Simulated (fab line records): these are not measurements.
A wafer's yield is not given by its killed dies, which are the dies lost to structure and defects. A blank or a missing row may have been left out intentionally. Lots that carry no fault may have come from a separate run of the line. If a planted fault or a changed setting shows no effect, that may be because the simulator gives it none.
Struck lot and sound lot, side by side || flow nand harc || 21 out of 1302 route steps
Sound: the wafers L944.3, L944.4, L944.5. Wafers L936.1, L936.5, L936.6 were the ones struck. The cause is named last.
Per side, at each step with rows, come the tool, then ch with its chambers, and then its first start. Under that, the readings that differ: sound wafers || struck wafers || difference of the means || sigmas: that difference in standard deviations of wafers without a fault.
alike: same words and numbers on both sides, and readings whose means sit less than 2 such deviations apart. not compared: any withheld reading, any reading some wafer has no value for, any bound like >300 that may hide the same value, and any number with overlapping values for which the record gives no deviation.
A row with sigmas, a row that says differs or no value, or rows on one side alone: a step with any of these is where the two part. Non-overlapping numbers with no deviation appear without sigmas and do not part them. A reading that every wafer of one side lacks parts them only if that side has two wafers or more.

NHARC_P_CONTACT_CMP_24: polishes, t overpolish 30 s, target thk 200 nm.
  sound on cmp-03 ch 0,2,3, day 12 03:52; struck on cmp-03 ch 1,2, day 8 21:40
  alike: motor current A, overpolish run s, time to endpoint s
following that, these wafers have no rows for 1 step: NHARC_P_CONTACT_SRD_26.
NHARC_P_CONTACT_INSPECT_27:
  struck on defect inspect-01, day 8 22:05; sound on defect inspect-01, day 12 04:13
  alike: raw defect count
then, 8 steps without rows for these wafers: NHARC_P_M0_DEP_00 (deposits SiOC, target thk 150 nm); NHARC_P_M0_DEHYDRATE_01 (time 120 s); NHARC_P_M0_HMDS_02 (time 30 s); NHARC_P_M0_COAT_33 (time 65 s); NHARC_P_M0_COAT_03 (resist thk 90 nm); NHARC_P_M0_SOFTBAKE_04 (time 55 s); NHARC_P_M0_EBR_05; NHARC_P_M0_EXPOSE_06 (exposes mask P M0, target cd 90 nm).
NHARC_P_M0_PEB_07: peb time 65 s.
  sound on litho track-01 ch 0, day 12 05:02; struck on litho track-06 ch 0, day 8 22:55
{"reading": "heater power total W (W)", "sound": "156.1 156.2 156.9", "struck": "161.0 160.7 160.8", "difference": "+4.4", "sigmas": "+10"}
then, 1 step without rows for these wafers: NHARC_P_M0_DEVELOP_08 (develop time 35 s).
NHARC_P_M0_CD_MEAS_09: the cd target is 90 nm.
  sound on cd sem-03 ch 0, day 12 05:07; struck on cd sem-02 ch 0, day 8 22:59
{"reading": "cd nm (nm)", "sound": "89.9 90.3 90.1", "struck": "88.2 88.0 87.6", "difference": -2.2, "sigmas": -4}
NHARC_P_M0_OVL_MEAS_10: pitch 180 nm.
  struck on overlay-02, day 8 23:05; sound on overlay-02, day 12 05:13
{"reading": "overlay x nm (nm)", "sound": "1.9 1.3 1.1", "struck": "-0.5 -0.4 0.0", "difference": -1.7, "sigmas": -2}
  alike: overlay y nm
NHARC_P_M0_INSPECT_11:
  struck on defect inspect-02, day 8 23:07; sound on defect inspect-02, day 12 05:14
  alike: raw defect count
NHARC_P_M0_DESCUM_14: chemistry O2, time 3 s.
  sound on rie diel-07 ch 0,1,2, day 12 05:18; struck on rie diel-01 ch 0,1,2, day 8 23:11
{"reading": "model.P_M0.cd nm (nm)", "sound": "90.14 90.15 90.18", "struck": "88.43 88.81 88.15", "difference": -1.69, "sigmas": ""}
  alike: drypump motor current A, oes product au, rf vpp V, showerhead plenum p Torr, throttle valve pct
  not compared: rf hours counter h
NHARC_P_M0_ETCH_34: etches the open film in N2/H2, target depth 40 nm, overetch 12 nm, time 43.94 s.
  sound on rie diel-07 ch 1,2,3, day 12 05:24; struck on rie diel-01 ch 1,2, day 8 23:16
  alike: drypump motor current A, oes product au, rf vpp V, showerhead plenum p Torr, throttle valve pct
  not compared: rf hours counter h
NHARC_P_M0_ETCH_15: etches the open film in C4F8/Ar, target depth 150 nm, overetch 15 nm, time 82.5 s.
  sound: rie diel-07 ch 1,2,3; struck: rie diel-01 ch 0,1,2
{"reading": "model.P_M0.cd nm (nm)", "sound": "90.26 90.07 90.34", "struck": "87.9 88.3 87.78", "difference": -2.2, "sigmas": ""}
  alike: oes product au, rf vpp V
  not compared: rf hours counter h
NHARC_P_M0_CD_MEAS_16:
  struck on cd sem-01, day 8 23:29; sound on cd sem-01, day 12 05:36
{"reading": "cd nm (nm)", "sound": "90.4 89.9 90.0", "struck": "87.6 88.2 88.2", "difference": -2.1, "sigmas": -3}
following that, these wafers have no rows for 1 step: NHARC_END_SORT_01.

## WHERE THEY PART
Earliest at NHARC_P_M0_PEB_07; latest, in this record, at NHARC_P_M0_CD_MEAS_16.

WHY: what the simulator had put in
Process parameter drift: litho track-06, from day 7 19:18 on, at NHARC_P_M0_PEB_07. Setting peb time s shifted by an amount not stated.
